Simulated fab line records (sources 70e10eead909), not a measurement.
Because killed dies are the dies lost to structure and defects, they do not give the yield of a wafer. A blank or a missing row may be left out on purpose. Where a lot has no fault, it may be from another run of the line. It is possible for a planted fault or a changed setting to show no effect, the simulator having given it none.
A lot that was struck, set against a sound lot | flow nand-harc | 15 steps out of a route of 1302
Sound: these wafers, L599.1, L599.4, L599.6. Struck: wafer L611.5. (L611.2, L611.6 of the same lot were not struck and are left out.) The cause comes at the end.
Per side, at each step with rows, come the tool, then ch with its chambers, and then its first start. Under that, the readings that differ: sound wafers | struck wafers | difference of the means | sigmas: that difference in standard deviations of wafers without a fault.
alike: words and numbers the same on both sides, and readings whose means are apart by under 2 such deviations; not compared: readings that were withheld, readings missing a value for some wafer, numbers with overlapping values and no deviation given by the record, and bounds like >300 which may hide the same value.
Wherever a step has rows on one side only, a row that says differs or no value, or a row with sigmas, the two part there. Non-overlapping numbers with no deviation appear without sigmas and do not part them. A reading that every wafer of one side lacks parts them only if that side has two wafers or more.

first, 6 steps without rows for these wafers: NHARC_A_CHANNEL_HOLE_D1_COAT_04 (resist thk 90 nm); NHARC_A_CHANNEL_HOLE_D1_SOFTBAKE_05 (time 55 s); NHARC_A_CHANNEL_HOLE_D1_EBR_06; NHARC_A_CHANNEL_HOLE_D1_EXPOSE_07 (exposes mask HOLE D1, target cd 100 nm); NHARC_A_CHANNEL_HOLE_D1_PEB_08 (peb time 65 s); NHARC_A_CHANNEL_HOLE_D1_DEVELOP_09 (develop time 35 s).
NHARC_A_CHANNEL_HOLE_D1_CD_MEAS_10: target cd 100 nm.
  sound on cd-sem-02 ch 0, day 11 21:39; struck on cd-sem-03 ch 0, day 17 05:02
  alike: cd-nm
NHARC_A_CHANNEL_HOLE_D1_OVL_MEAS_11:
  struck on overlay-02, day 17 05:08; sound on overlay-01, day 11 21:44
  alike: overlay-x-nm, overlay-y-nm
NHARC_A_CHANNEL_HOLE_D1_INSPECT_12:
  struck on defect-inspect-01, day 17 05:10; sound on defect-inspect-02, day 11 21:47
  alike: raw-defect-count
NHARC_A_CHANNEL_HOLE_D1_DESCUM_15: chemistry O2, time 3 s.
  sound on rie-diel-10 ch 1,3, day 11 21:50; struck on rie-diel-08 ch 0, day 17 05:14
  reading               | sound             | struck | difference | sigmas
  oes-product-au (a.u.) | 0.981 0.991 0.995 | 1.015  | +0.026     | +3
  alike: drypump-motor-current-A, rf-vpp-V, showerhead-plenum-p-Torr, throttle-valve-pct
  not compared: rf-hours-counter-h
NHARC_A_CHANNEL_HOLE_D1_ETCH_38: etches the open film in CF4, target depth 39 nm, time 65 s.
  sound on rie-diel-10 ch 0,1,2, day 11 21:56; struck on rie-diel-08 ch 0, day 17 05:19
  alike: bias-w, drypump-motor-current-A, oes-product-au, rf-vpp-V, run-length-s, showerhead-plenum-p-Torr, throttle-valve-pct
  not compared: rf-hours-counter-h
NHARC_A_CHANNEL_HOLE_D1_ETCH_39: etches the open film in N2/H2, target depth 260 nm, time 325 s.
  sound: rie-diel-10 ch 0,2,3; struck: rie-diel-08 ch 3
  alike: bias-w, drypump-motor-current-A, oes-product-au, rf-vpp-V, run-length-s, showerhead-plenum-p-Torr, throttle-valve-pct
  not compared: rf-hours-counter-h
NHARC_A_CHANNEL_HOLE_D1_ETCH_34: etches the open film in CF4/CHF3, target depth 154 nm, time 77 s.
  sound on rie-diel-10 ch 1,2,3, day 11 22:19; struck on rie-diel-08 ch 0, day 17 05:40
  reading          | sound          | struck | difference | sigmas
  run-length-s (s) | 97.8 98.6 98.5 | 92.4   | -5.9       | -13
  alike: drypump-motor-current-A, oes-product-au, rf-vpp-V, showerhead-plenum-p-Torr, throttle-valve-pct
  not compared: bias-w, rf-hours-counter-h
NHARC_A_CHANNEL_HOLE_D1_ETCH_16: etches the open film in O2/COS, target depth 3100 nm, time 806 s.
  sound: rie-diel-10 ch 1,2; struck: rie-diel-08 ch 0
  reading               | sound             | struck | difference | sigmas
  oes-product-au (a.u.) | 0.985 0.999 0.989 | 1.016  | +0.025     | +3
  alike: bias-w, drypump-motor-current-A, rf-vpp-V, run-length-s, showerhead-plenum-p-Torr, throttle-valve-pct
  not compared: rf-hours-counter-h
-- the record jumps here: 16 days lie between the struck wafers' starts before and after (it left off in module A_CHANNEL_HOLE_D1 and takes up again in module END, whose first step shown is number 1302 of the route) --
NHARC_END_SORT_01:
  at this point the record logs the struck wafers (prober-01 ch 0, day 33 06:00) and has no rows for the sound ones

== WHERE THEY PART ==
Earliest at NHARC_A_CHANNEL_HOLE_D1_DESCUM_15; latest, in this record, at NHARC_END_SORT_01.

WHY: what the simulator had put in
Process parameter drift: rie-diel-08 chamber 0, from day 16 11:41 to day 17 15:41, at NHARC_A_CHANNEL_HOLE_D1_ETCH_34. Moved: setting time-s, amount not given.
